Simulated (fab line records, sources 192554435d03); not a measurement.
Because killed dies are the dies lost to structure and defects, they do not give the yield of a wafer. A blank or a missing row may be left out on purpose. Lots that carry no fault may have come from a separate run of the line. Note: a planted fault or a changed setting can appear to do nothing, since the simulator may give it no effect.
fab line records | flow n5_finfet
record: lots: 7 wafers: 21 last_day: 18
route steps=1938 shown BEOL_M0_SAQP@692 BEOL_M0_CUTY@713 BEOL_M0@716 BEOL_M4@1111 PASSIVATION@1936
lots with no fault: from the same line, run without faults
start_h: the number of hours between the record's first day and the start of the first shown wafer of the lot | wait_h: how many hours have passed since the lot's step before this one | " the same as in the row above | L1.1+2: one row covering several wafers at once | - either no value or no given start | * or withheld: withheld | < > ~ a bound
route shown NAME@n: NAME is a module with steps in the file, n the number in the route of the first one | usual: mean/standard deviation taken from wafers without a fault | same: alike in all rows | chamber/n: place in a boat | sites: per-site readings | _std_site: the values' standard deviation | _edge_site: the outer-site mean with the inner-site mean subtracted | radius_mm: how far each site lies from the wafer's centre | mask NAME#n: copy n | behind: tool/chamber where the wafer was last shaped | hold: why the lot was held/for how many hours/how that ended | device: names the non-switching transistor (n, p or np) | end of line: at the end of the route, the tests of the same wafers | a step with no rows: only its recipe | killed: not the wafer's yield, but the dies lost to structure and defects at the first sort | map: shows each die of a wafer: x if killed, . if not, _ if none is there
set.NAME: setting as actually run; set.NAME@STEP: the setting as run at that earlier step | model.NAME: the simulator's own value behind a step, which no gauge read
one table for each step of the route and one row for each wafer, over a sample of lots
services: the hour from which a tool's chamber was out of use, counted from the record's first day as start_h (under 0 if before that day), plus the number of hours and why
== steps ==
step: N5_BEOL_M0_SAQP_DESCUM_45
recipe: chemistry: O2 time_s: 7 source_power_w: 50 bias_power_w: 20 pressure_mtorr: 20 rf_frequency_hz: 2.712e+07 temp_c: 40 resist: CAR-EUV o2_flow_sccm: 225
usual: drypump_motor_current_A: 5.7/0.36 oes_product_au: 0.79/0.078 rf_vpp_V: 243.2/1.3 showerhead_plenum_p_Torr: 2.10/0.075 throttle_valve_pct: 20.43/0.21
columns lot.wafer tool chamber start_h wait_h drypump_motor_current_A oes_product_au rf_hours_counter_h rf_vpp_V showerhead_plenum_p_Torr throttle_valve_pct
L225.3 rie_diel-02 2 134.11 0.0 5.5 0.79 95 241.6 2.03 20.29
L225.4 " 0 " " 5.4 0.70 223 243.0 2.15 20.40
L225.6 " 2 " " 5.5 0.79 - 242.7 2.03 20.30
L226.2 rie_diel-02 2 136.77 0.0 5.5 0.79 96 242.9 2.03 20.30
L226.3 " 3 " " 5.5 0.77 145 243.4 2.09 20.51
L226.4 " 1 " " 6.3 0.81 87 244.5 2.21 20.80
L236.1 rie_diel-02 0 202.23 0.0 5.4 0.69 245 243.9 2.14 20.42
L236.2 " 1 " " 6.3 0.78 107 245.3 2.20 20.82
L236.4 " 2 " " 5.5 0.77 116 242.3 2.02 20.34
L237.1 rie_diel-05 1 212.11 0.0 5.2 0.88 33 242.0 2.04 20.33
L237.2 " 3 " " 5.5 0.91 23 242.9 2.04 20.24
L237.3 " 0 " " 6.1 0.72 172 243.1 2.08 20.38
L238.1 rie_diel-02 2 225.96 0.3 5.5 0.76 123 243.0 2.02 20.35
L238.4 " 1 " " 6.3 0.77 - 244.7 2.20 20.84
L238.6 " 3 " " 5.5 0.74 - 242.5 2.08 20.55
L240.3 rie_diel-05 2 229.60 0.3 6.0 0.70 218 246.0 2.16 20.24
L240.4 " 1 " " 5.2 0.87 38 242.3 2.04 20.34
L240.6 " 0 " " 6.2 0.73 - 243.0 2.08 20.40
L244.1 rie_diel-06 3 254.60 0.0 5.3 0.94 22 245.8 2.22 20.01
L244.4 " 2 " " 5.9 0.71 186 240.1 2.00 20.84
L244.6 " 3 " " 5.3 0.94 - 245.7 2.22 20.02
step: N5_BEOL_M0_SAQP_ETCH_88
recipe: chemistry: N2/H2 target: underlayer target_depth_a: 65 time_s: 5.2 ion_energy_ev: 200 mask_material: CAR-EUV pressure_mtorr: 30 source_w: 840 bias_w: 150 n2_flow_sccm: 200 h2_flow_sccm: 200 ends: cleared
usual: drypump_motor_current_A: 5.7/0.36 etch_rf_on_time_s: 5.18/0.074 oes_product_au: 0.67/0.065 rf_vpp_V: 524.0/2.7 showerhead_plenum_p_Torr: 2.55/0.092 throttle_valve_pct: 17.85/0.21
columns lot.wafer tool chamber start_h wait_h drypump_motor_current_A etch_rf_on_time_s oes_product_au rf_hours_counter_h rf_vpp_V showerhead_plenum_p_Torr throttle_valve_pct
L225.3 rie_diel-02 2 134.15 0.0 5.5 5.14 0.68 95 521.1 2.46 17.65
L225.4 " 0 " " 5.4 5.22 0.61 223 525.0 2.61 17.86
L225.6 " 2 " " 5.4 5.15 0.70 - 523.0 2.46 17.60
L226.2 rie_diel-02 2 136.81 0.0 5.5 5.15 0.67 96 522.6 2.46 17.61
L226.3 " 3 " " 5.5 5.32 0.65 145 522.6 2.54 17.93
L226.4 " 1 " " 6.3 5.15 0.69 87 527.5 2.69 18.17
L236.1 rie_diel-02 0 202.27 0.0 5.4 5.18 0.60 245 527.3 2.60 17.90
L236.2 " 1 " " 6.4 5.10 0.67 107 526.5 2.68 18.20
L236.4 " 2 " " 5.5 5.20 0.66 116 519.4 2.45 17.68
L237.1 rie_diel-05 1 212.15 0.0 5.2 5.14 0.74 33 522.5 2.48 17.75
L237.2 " 3 " " 5.6 5.13 0.80 23 522.5 2.49 17.76
L237.3 " 0 " " 6.1 5.04 0.62 172 523.6 2.53 17.90
L238.1 rie_diel-02 2 225.99 0.0 5.5 5.18 0.65 123 521.8 2.45 17.68
L238.4 " 1 " " 6.3 5.19 0.66 - 528.7 2.68 18.18
L238.6 " 3 " " 5.5 5.30 0.62 - 523.9 2.53 17.98
L240.3 rie_diel-05 2 229.64 0.0 6.0 5.20 0.60 218 526.3 2.62 17.59
L240.4 " 1 " " 5.2 5.16 0.74 38 520.4 2.48 17.76
L240.6 " 0 " " 6.2 5.16 0.60 - 525.2 2.53 17.88
L244.1 rie_diel-06 3 254.63 0.0 5.3 5.13 0.79 22 527.7 2.70 17.40
L244.4 " 2 " " 5.9 5.29 0.60 186 519.6 2.43 18.30
L244.6 " 3 " " 5.3 5.09 0.78 - 527.3 2.70 17.38
step: N5_BEOL_M0_CUTY_ETCH_63
recipe: chemistry: N2/H2 target: SOC target_depth_a: 827 overetch_a: 165 mask_material: SiARC temp_c: 40 ion_energy_ev: 200 time_s: 124 pressure_mtorr: 30 source_w: 840 bias_w: 150 n2_flow_sccm: 200 h2_flow_sccm: 200
usual: drypump_motor_current_A: 5.8/0.37 oes_product_au: 0.64/0.061 rf_vpp_V: 523.6/2.6 showerhead_plenum_p_Torr: 2.53/0.088 throttle_valve_pct: 17.86/0.24
columns lot.wafer tool chamber start_h wait_h drypump_motor_current_A oes_product_au rf_hours_counter_h rf_vpp_V showerhead_plenum_p_Torr throttle_valve_pct
L225.3 rie_diel-01 3 135.65 0.0 5.8 0.66 105 522.7 2.46 17.96
L225.4 " 1 " " 6.0 0.57 215 523.3 2.52 17.84
L225.6 " 2 " " 6.2 0.60 - 523.1 2.52 17.75
L226.2 rie_diel-03 0 138.24 0.0 5.1 0.56 250 523.2 2.51 18.12
L226.3 " 3 " " 6.0 0.64 149 520.8 2.44 18.11
L226.4 " 2 " " 5.4 0.64 - 528.4 2.66 18.07
L236.1 rie_diel-03 2 203.58 0.0 5.5 0.62 158 526.0 2.65 18.12
L236.2 " 0 " " 5.1 0.76 8 522.5 2.50 17.66
L236.4 " 1 " " 6.4 0.75 17 523.6 2.50 17.44
L237.1 rie_diel-03 3 213.58 0.0 5.9 0.62 175 519.5 2.43 18.14
L237.2 " 1 " " 6.4 0.74 20 521.7 2.50 17.45
L237.3 " 0 " " 5.1 0.75 11 521.7 2.50 17.70
L238.1 rie_diel-04 2 228.07 0.0 5.6 0.60 196 527.0 2.62 18.18
L238.4 " 1 " " 6.2 0.69 52 528.0 2.70 17.86
L238.6 " 2 " " 5.6 0.61 - 526.1 2.62 18.20
L240.3 rie_diel-03 0 231.10 0.0 5.1 0.73 20 522.0 2.49 17.70
L240.4 " 2 " " 5.5 0.61 160 527.3 2.65 18.14
L240.6 " 2 " " 5.5 0.62 - 528.0 2.65 18.12
L244.1 rie_diel-01 3 256.10 0.0 5.7 0.61 151 522.0 2.44 18.07
L244.4 " 2 " " 6.2 0.57 - 520.8 2.50 17.84
L244.6 " 0 " " 6.1 0.65 - 521.9 2.44 17.63
step: N5_BEOL_M0_HM_OPEN_105
recipe: chemistry: Cl2/BCl3 target_depth_a: 120 target: TiN ion_energy_ev: 150 pressure_mtorr: 10 icp_w: 1000 bias_w: 126 Cl2_flow_sccm: 53.25 bcl3_flow_sccm: 21.75 Ar_flow_sccm: 25
usual: bcl3_flow_sccm: 21.76/0.068 bias_w: 126.1/0.32 drypump_motor_current_A: 5.7/0.33 mfc_ar_sccm: 25.01/0.077 oes_ar_750_au: 0.81/0.12 oes_product_au: 0.81/0.12 throttle_valve_pct: 21.98/0.16
columns lot.wafer tool chamber start_h wait_h bcl3_flow_sccm bias_w drypump_motor_current_A mfc_ar_sccm oes_ar_750_au oes_product_au rf_hours_counter_h throttle_valve_pct
L225.3 rie_metal-01 0 139.55 3.7 - - - - - - - -
L225.4 " 1 " " - - - - - - - -
L225.6 " 1 " " - - - - - - - -
L226.2 rie_metal-03 0 139.74 1.3 - - - - - - - -
L226.3 " 0 " " - - - - - - - -
L226.4 " 1 " " - - - - - - - -
L236.1 rie_metal-01 1 206.35 2.6 21.71 125.7 6.2 24.99 0.63 0.63 106 21.88
L236.2 " 0 " " 21.68 126.5 6.1 25.10 0.92 0.91 6 21.79
L236.4 " 1 " " 21.79 126.1 6.2 24.92 0.63 0.63 - 21.90
L237.1 rie_metal-03 1 217.44 3.7 21.86 126.6 5.6 25.06 0.87 0.87 9 21.86
L237.2 " 0 " " 21.79 126.0 5.4 25.13 0.76 0.75 59 22.13
L237.3 " 1 " " 21.86 125.7 5.6 25.04 0.87 0.88 - 21.84
L238.1 rie_metal-01 1 228.30 0.1 21.71 126.0 6.2 24.99 0.63 0.63 109 21.91
L238.4 " 1 " " 21.75 126.2 6.2 24.99 0.62 0.63 - 21.89
L238.6 " 0 " " 21.73 126.2 6.1 25.00 0.89 0.89 - 21.80
L240.3 rie_metal-01 0 235.09 3.8 21.87 126.0 6.1 25.05 0.89 0.89 - 21.80
L240.4 " 1 " " 21.84 125.9 6.2 24.92 0.62 0.62 - 21.91
L240.6 " 0 " " 21.75 126.4 6.1 24.98 0.89 0.89 - 21.79
L244.1 rie_metal-03 0 256.52 0.3 21.81 126.5 5.4 25.07 0.75 0.75 60 22.12
L244.4 " 0 " " 21.86 126.1 5.5 24.91 0.76 0.75 - 22.12
L244.6 " 1 " " 21.68 126.5 5.6 24.92 0.85 0.85 - 21.88
step: N5_BEOL_M0_ETCH_128
recipe: chemistry: CF4/N2 target_depth_a: 120 overetch_a: 51 target: SiCN time_s: 21.4 ion_energy_ev: 150 pressure_mtorr: 40 source_w: 430 bias_w: 70 Ar_flow_sccm: 100 cf4_flow_sccm: 60 n2_flow_sccm: 60
usual: drypump_motor_current_A: 5.8/0.39 mfc_ar_sccm: 100.00/0.26 oes_product_au: 0.54/0.05 rf_vpp_V: 381.9/1.9 showerhead_plenum_p_Torr: 2.19/0.071 throttle_valve_pct: 15.46/0.26
columns lot.wafer tool chamber start_h wait_h drypump_motor_current_A mfc_ar_sccm oes_product_au rf_hours_counter_h rf_vpp_V showerhead_plenum_p_Torr throttle_valve_pct
L225.3 rie_diel-03 0 139.89 0.1 5.0 100.35 0.25 251 381.1 2.17 15.72
L225.4 " 2 " " 5.5 100.26 0.29 - 384.0 2.30 15.74
L225.6 " 3 " " 5.9 99.93 0.29 - 379.6 2.13 15.62
L226.2 rie_diel-03 2 140.43 0.2 5.5 100.39 0.30 130 385.1 2.30 15.72
L226.3 " 3 " " 6.0 99.86 0.29 150 381.1 2.13 15.60
L226.4 " 0 " " 5.1 100.02 0.26 - 382.1 2.17 15.73
L236.1 rie_diel-01 2 207.18 0.4 6.2 99.71 0.48 215 381.1 2.18 15.40
L236.2 " 3 " " 5.8 99.84 0.52 129 380.3 2.13 15.62
L236.4 " 2 " " 6.2 99.94 0.49 - 382.5 2.18 15.39
L237.1 rie_diel-03 0 218.22 0.4 5.1 100.39 0.62 14 381.3 2.16 15.24
L237.2 " 3 " " 5.9 100.02 0.52 178 380.2 2.12 15.67
L237.3 " 1 " " 6.4 99.70 0.63 22 379.6 2.17 15.02
L238.1 rie_diel-04 1 228.97 0.3 6.2 100.20 0.56 53 384.5 2.34 15.38
L238.4 " 2 " " 5.6 99.70 0.51 197 384.8 2.28 15.89
L238.6 " 1 " " 6.2 100.19 0.57 - 384.5 2.34 15.38
L240.3 rie_diel-03 3 235.53 0.0 5.9 100.19 0.51 185 379.7 2.11 15.70
L240.4 " 1 " " 6.4 99.83 0.61 30 382.3 2.16 15.05
L240.6 " 3 " " 5.9 100.52 0.51 - 379.5 2.12 15.70
L244.1 rie_diel-03 0 257.06 0.3 5.1 99.84 0.60 30 380.8 2.16 15.28
L244.4 " 3 " " 5.9 99.96 0.52 194 379.1 2.11 15.69
L244.6 " 3 " " 5.9 99.96 0.51 - 381.7 2.11 15.70
step: N5_BEOL_M0_OCD_MEAS_108
usual: trench_depth_nm: 32.9/0.56
columns lot.wafer tool chamber start_h wait_h trench_depth_nm
L225.3 ocd-02 - 140.04 0.1 0.1
L225.4 " - " " 0
L225.6 " - " " 0.5
L226.2 ocd-02 - 140.57 0.1 0.1
L226.3 " - " " 0
L226.4 " - " " 0
L236.1 ocd-01 - 207.33 0.1 32.7
L236.2 " - " " 33.3
L236.4 " - " " 32.0
L237.1 ocd-01 - 218.36 0.1 33.2
L237.2 " - " " 32.3
L237.3 " - " " 33.6
L238.1 ocd-02 - 229.13 0.1 32.8
L238.4 " - " " 32.4
L238.6 " - " " 32.3
L240.3 ocd-02 - 235.68 0.1 32.4
L240.4 " - " " 32.9
L240.6 " - " " 32.4
L244.1 ocd-02 - 257.20 0.1 33.6
L244.4 " - " " 32.4
L244.6 " - " " 32.7
step: N5_BEOL_M4_RC_MEAS_101
usual: DIBL_N: 36.3/1.6 DIBL_P: 36.5/1.6 IOFF_N: 0.163/0.026 IOFF_P: 0.22/0.033 ION_N: 676/9.9 ION_P: 464/6.5 SS_N: 71.5/0.5 SS_P: 73.3/0.64 VT_N: 249.3/2.9 VT_P: -250/3.2
columns lot.wafer tool chamber start_h wait_h DIBL_N[mV/V] DIBL_P[mV/V] IOFF_N[nA/um] IOFF_P[nA/um] ION_N[uA/um] ION_P[uA/um] SS_N[mV/dec] SS_P[mV/dec] VT_N[mV] VT_P[mV]
L236.1 prober-02 0 266.32 0.0 33.4 33.8 0.116 0.16 656 456 70.8 72.8 254.8 -256
L236.2 " 0 " " 36.1 36.6 0.158 0.20 679 457 71.7 73.6 248.3 -253
L236.4 " 0 " " 36.3 36.6 0.153 0.19 669 459 71.2 73.0 251.0 -253
L237.1 prober-01 0 277.88 0.0 36.2 36.7 0.152 0.19 667 455 71.4 73.9 250.6 -255
L237.2 " 0 " " 35.1 35.2 0.132 0.17 659 454 71.5 73.3 254.4 -253
L237.3 " 0 " " 35.8 36.3 0.154 0.18 683 461 71.4 73.4 250.6 -256
L238.1 prober-01 0 287.24 0.0 41.2 40.7 0.249 0.29 683 464 72.4 75.1 244.6 -246
L238.4 " 0 " " 38.5 38.3 0.185 0.24 671 459 72.3 73.9 248.4 -248
L238.6 " 0 " " 39.1 39.0 0.202 0.26 689 474 71.2 73.4 243.9 -248
L240.3 prober-01 0 307.48 0.3 33.9 34.1 0.123 0.21 676 477 71.4 72.4 255.8 -246
L240.4 " 0 " " 34.3 34.0 0.123 0.20 665 459 71.0 73.1 254.4 -248
L240.6 " 0 " " 34.3 33.9 0.128 0.21 663 467 71.2 72.2 256.5 -247
L244.1 prober-01 0 320.48 0.0 36.3 35.8 0.173 0.24 681 463 71.5 73.2 246.1 -246
L244.4 " 0 " " 36.5 35.5 0.165 0.23 671 462 72.0 74.0 247.7 -246
L244.6 " 0 " " 38.5 39.0 0.217 0.30 696 473 72.0 74.1 243.8 -245
step: N5_PASSIVATION_PROBE_49
usual: defect_limited_yield: 91.2/1.5 killed_at_M0_to_M3: 32/9.6 killed_at_M4_up: 13/5.3 killed_at_contacts: 13/6.7 killed_at_front_end: 42/11 killed_at_other: 3.8/2.9 killed_dies: 103/17 killed_on_rim: 14/4.4 killed_open: 67/13 killed_short: 35/7.9 sort_bin_5_function: 5.2/0.94 sort_bin_6_memory: 3.3/0.64 sort_n_pass: 1077/17 sort_yield_pct: 91.2/1.5
same: gross_dies: 1180 killed_at_back_side: 0 sort_bin_4_leakage[%]: 0 sort_bin_8_speed[%]: 0
columns lot.wafer tool chamber start_h wait_h defect_limited_yield[%] killed_at_M0_to_M3 killed_at_M4_up killed_at_contacts killed_at_front_end killed_at_other killed_dies killed_on_rim killed_open killed_short sort_bin_5_function[%] sort_bin_6_memory[%] sort_n_pass sort_yield_pct[%]
L226.2 prober-02 - 318.19 0.1 0 1103 14 12 51 0 1180 152 73 36 97.1 2.8 0 0
L226.3 prober-02 - 318.24 0.1 0 1095 21 25 38 1 1180 152 88 41 95.4 4.2 0 0
L226.4 prober-02 - 318.29 0.2 0 1083 20 6 69 2 1180 152 93 35 95.0 4.8 0 0
L225.3 prober-01 - 318.47 0.1 0 1116 13 19 31 1 1180 152 63 30 96.4 3.2 0 0
L225.4 prober-01 - 318.52 0.2 0 1131 8 7 31 3 1180 152 38 19 97.6 2.3 0 0
L225.6 prober-01 - 318.62 0.3 0 1128 8 6 35 3 1180 152 48 26 97.7 2.2 0 0
killed by level:class
L226.2 BEOL_M0:area_open=1071 FIN_SAQP:geometric_particle:open=11 STI_FIN_REVEAL:geometric_particle:open=11 FIN_SAQP:geometric_particle:short=10 MOL_CONTACT_COAG:geometric_particle:open=10 BEOL_M2:geometric_particle:open=8 BEOL_M0_SAQP:geometric_particle:short=7 BEOL_M3:geometric_particle:open=7
L226.3 BEOL_M0:area_open=1051 MOL_CONTACT_COAG:geometric_particle:open=19 BEOL_M4:geometric_particle:open=14 BEOL_M0_SAQP:geometric_particle:open=10 FIN_SAQP:geometric_particle:short=8 BEOL_M0_SAQP:geometric_particle:short=8 BEOL_M3:geometric_particle:open=8 BEOL_M2:geometric_particle:open=7
L226.4 BEOL_M0:area_open=1052 FIN_SAQP:geometric_particle:open=20 DUMMY_GATE:geometric_particle:open=14 FIN_SAQP:geometric_particle:short=12 BEOL_M4:geometric_particle:open=10 BEOL_M3:geometric_particle:open=9 BEOL_M2:geometric_particle:open=8 BEOL_M0_SAQP:geometric_particle:open=7
L225.3 BEOL_M0:area_open=1087 MOL_CONTACT_COAG:geometric_particle:open=14 FIN_SAQP:geometric_particle:open=7 FIN_SAQP:geometric_particle:short=5 GATE_CUT:geometric_particle:open=5 MOL_CONTACT_COAG:geometric_particle:short=5 BEOL_M1:geometric_particle:open=5 BEOL_M2:geometric_particle:open=5
L225.4 BEOL_M0:area_open=1122 FIN_SAQP:geometric_particle:open=7 STI_FIN_REVEAL:geometric_particle:open=6 FIN_SAQP:geometric_particle:short=5 MOL_CONTACT_COAG:geometric_particle:open=5 BEOL_M4:geometric_particle:open=3 STARTING-WAFER:geometric_particle:short=3 STARTING-WAFER:geometric_particle:open=3
L225.6 BEOL_M0:area_open=1104 FIN_SAQP:geometric_particle:open=9 MOL_CONTACT_COAG:geometric_particle:open=6 FIN_SAQP:geometric_particle:short=5 BEOL_M0_SAQP:geometric_particle:open=5 BEOL_M0_SAQP:geometric_particle:short=4 GATE_CUT:geometric_particle:short=4 BEOL_M4:geometric_particle:open=4
== services ==
columns tool chamber start_h hours kind
rie_diel-06 - 110.12 0.7 repair
rie_diel-03 1 136.58 - clean
rie_diel-03 1 136.58 - consumable_replace:focus_ring
rie_diel-03 1 136.58 23.6 scheduled_down
rie_diel-03 1 136.58 23.6 vent_cycle
rie_diel-06 0 151.75 8.8 repair
rie_diel-04 1 154.12 31.9 repair
rie_diel-03 0 160.31 - clean
rie_diel-03 0 160.31 - consumable_replace:focus_ring
rie_diel-03 0 160.31 19.5 scheduled_down
rie_diel-03 0 160.31 19.5 vent_cycle
rie_diel-06 1 185.66 1.9 repair
rie_diel-02 2 186.31 1.2 repair
rie_diel-01 1 203.47 7.2 repair
rie_diel-04 1 209.09 6.8 repair
rie_diel-02 - 211.42 0.1 repair
rie_diel-03 2 212.85 15.3 repair
rie_diel-02 0 219.73 - clean
rie_diel-02 0 219.73 - consumable_replace:focus_ring
rie_diel-02 0 219.73 32.4 scheduled_down
rie_diel-02 0 219.73 32.4 vent_cycle
rie_metal-03 - 225.57 28.1 pm
rie_diel-02 1 234.79 10.1 repair
rie_diel-04 - 240.08 14.6 pm
== key ==
first_sign: step: N5_BEOL_M0_HM_OPEN_105 reading: tool_record direction: missing
effect: step: N5_BEOL_M0_ETCH_128 reading: oes_product_au direction: down sigmas: 5.3 usual: 0.54 struck: 0.28
effect: step: N5_BEOL_M0_OCD_MEAS_108 reading: trench_depth_nm direction: down sigmas: 58 usual: 32.9 struck: 0.1
effect: step: N5_PASSIVATION_PROBE_49 reading: killed_at_M0_to_M3 direction: up sigmas: 99+ usual: 32 struck: 1109
more_kills_born_at: N5_BEOL_M0_HM_OPEN_105@rie_metal-01: 3313 N5_BEOL_M0_HM_OPEN_105@rie_metal-03: 3174
met_at N5_BEOL_M0_HM_OPEN_105
struck_lots L225,L226
later_rows_left_out L225.3,L225.4,L225.6,L226.2,L226.3,L226.4
not_acting_at N5_BEOL_M0_SAQP_DESCUM_45,N5_BEOL_M0_SAQP_ETCH_88,N5_BEOL_M0_CUTY_ETCH_63
fault: kind: skipped_step_whole tool: rie_metal-01,rie_metal-03 chamber: - onset_h: 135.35 steps: N5_BEOL_M0_HM_OPEN_105 scope: struck_lots_only
later_rows_left_out: the simulator's readings of these wafers behind a module that went badly wrong aren't trusted and aren't shown, but for the sort
